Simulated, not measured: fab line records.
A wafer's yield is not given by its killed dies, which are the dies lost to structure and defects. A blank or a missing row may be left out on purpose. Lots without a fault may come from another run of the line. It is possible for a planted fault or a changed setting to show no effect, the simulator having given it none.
Struck lot and sound lot, side by side -- flow n5Finfet -- 27 out of 1938 route steps
Sound: these wafers, L283.1, L283.3, L283.5. Wafers struck: L270.2, L270.4, L270.6. The cause comes at the end.
Per side, at each step with rows, come the tool, then ch with its chambers, and then its first start. Under that, the readings that differ: sound wafers -- struck wafers -- difference of the means -- sigmas: that difference in standard deviations of wafers without a fault.
alike: same words and numbers on both sides, and readings whose means sit less than 2 such deviations apart. not compared: any withheld reading, any reading some wafer has no value for, any bound like >300 that may hide the same value, and any number with overlapping values for which the record gives no deviation.
Wherever a step has rows on one side only, a row that says differs or no value, or a row with sigmas, the two part there. Numbers that have no deviation but don't overlap get no sigmas and don't part them. A reading missing from all wafers of one side parts the sides only when that side holds two or more wafers.

first, 9 steps without rows for these wafers: N5_BEOL_M9_DESCUM_33 (chemistry O2, time 7 s); N5_BEOL_M9_ETCH_76 (etches underlayer in N2/H2, target depth 6.5 nm, time 5.2 s); N5_BEOL_M9_ETCH_65 (etches SiARC in CF4, target depth 15.6 nm, time 26 s); N5_BEOL_M9_ETCH_66 (etches SOC in N2/H2, target depth 80 nm, overetch 16 nm, time 120 s); N5_BEOL_M9_STRIP_69 (strips in N2/H2); N5_BEOL_M9_STRIP_77 (strips in N2/H2); N5_BEOL_M9_VIA_ETCH_34 (etches SiCOH lowk in C4F6/O2, target depth 182.4 nm, time 68.4 s); N5_BEOL_M9_STRIP_73 (strips in C4F6/O2); N5_BEOL_M9_STRIP_36 (strips in N2/H2).
N5_BEOL_M9_TRENCH_ETCH_37: etches SiCOH lowk in C4F6/O2, target depth 151.43 nm, time 49 s.
  sound on rieDiel-05 ch 0,1,2, day 15 04:54; struck on rieDiel-05 ch 0,2,3, day 12 06:04
reading,sound,struck,difference,sigmas
biasW (W),184.9 185.0 183.9,203.8 202.6 203.9,+18.8,+36
rfVppV (V),667 658 686,728 701 719,+46,+5
showerheadPlenumPTorr (Torr),2.79 2.91 3.02,2.69 2.72 2.80,-0.17,-2
  alike: drypumpMotorCurrentA, oesProductAu, throttleValvePct
  not compared: rfHoursCounterH, model.BEOL_M9.featureDepthNm, model.etch.depthNm
then, 15 steps without rows for these wafers: N5_BEOL_M9_ETCH_41 (etches SiCN in CH3F/O2, target depth 36.6 nm, time 70.1 s); N5_BEOL_M9_STRIP_80 (strips in N2/H2, time 10 s); N5_BEOL_M9_HM_STRIP_39 (strips TiN in peroxide tin strip, target depth 25 nm, time 158 s); N5_BEOL_M9_SRD_40 (time 30 s); N5_BEOL_M9_PRECLEAN_42 (cleans in residue remover, time 60 s); N5_BEOL_M9_SRD_43 (time 30 s); N5_BEOL_M9_CURE_72 (cures SiCOH lowk, time 120 s); N5_BEOL_M9_DEGAS_44 (time 60 s); N5_BEOL_M9_PRE_CLEAN_45 (time 30 s); N5_BEOL_M9_ALD_74 (deposits TaN, target thk 2 nm, pulse time 2 s, purge time 3 s); N5_BEOL_M9_SURFACE_TREAT_79; N5_BEOL_M9_CVD_78 (deposits Co from CCTBA/H2, target thk 2 nm, time 138.9 s); N5_BEOL_M9_SPUTTER_48 (material Cu, target thk 12 nm, time 2 s); N5_BEOL_M9_ECD_50 (material Cu, target thk 318 nm); N5_BEOL_M9_ANNEAL_51 (time 90 s).
N5_BEOL_M9_CMP_52: polishes, stops on SiCOH lowk, t overpolish 7 s, target thk 140 nm.
  sound on cmp-04 ch 0,3, day 15 07:58; struck on cmp-04 ch 0,1,3, day 12 08:14
reading,sound,struck,difference,sigmas
timeToEndpointS (s),64.4 63.1 59.6,66.9 69.9 69.6,+6.4,+2
  alike: barrierFieldEndpointS, motorCurrentA, overpolishRunS
  not compared: model.Cu_of_BEOL_M9_ECD_50.thkNm
after that, 1 step had no rows for these wafers: N5_PASSIVATION_PROBE_49.

## WHERE THEY PART
Last at N5_BEOL_M9_CMP_52 as far as this record goes, first at N5_BEOL_M9_TRENCH_ETCH_37.

WHY: what had been put in by the simulator
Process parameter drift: rieDiel-05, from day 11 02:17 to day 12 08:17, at N5_BEOL_M9_TRENCH_ETCH_37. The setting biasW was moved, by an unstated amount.
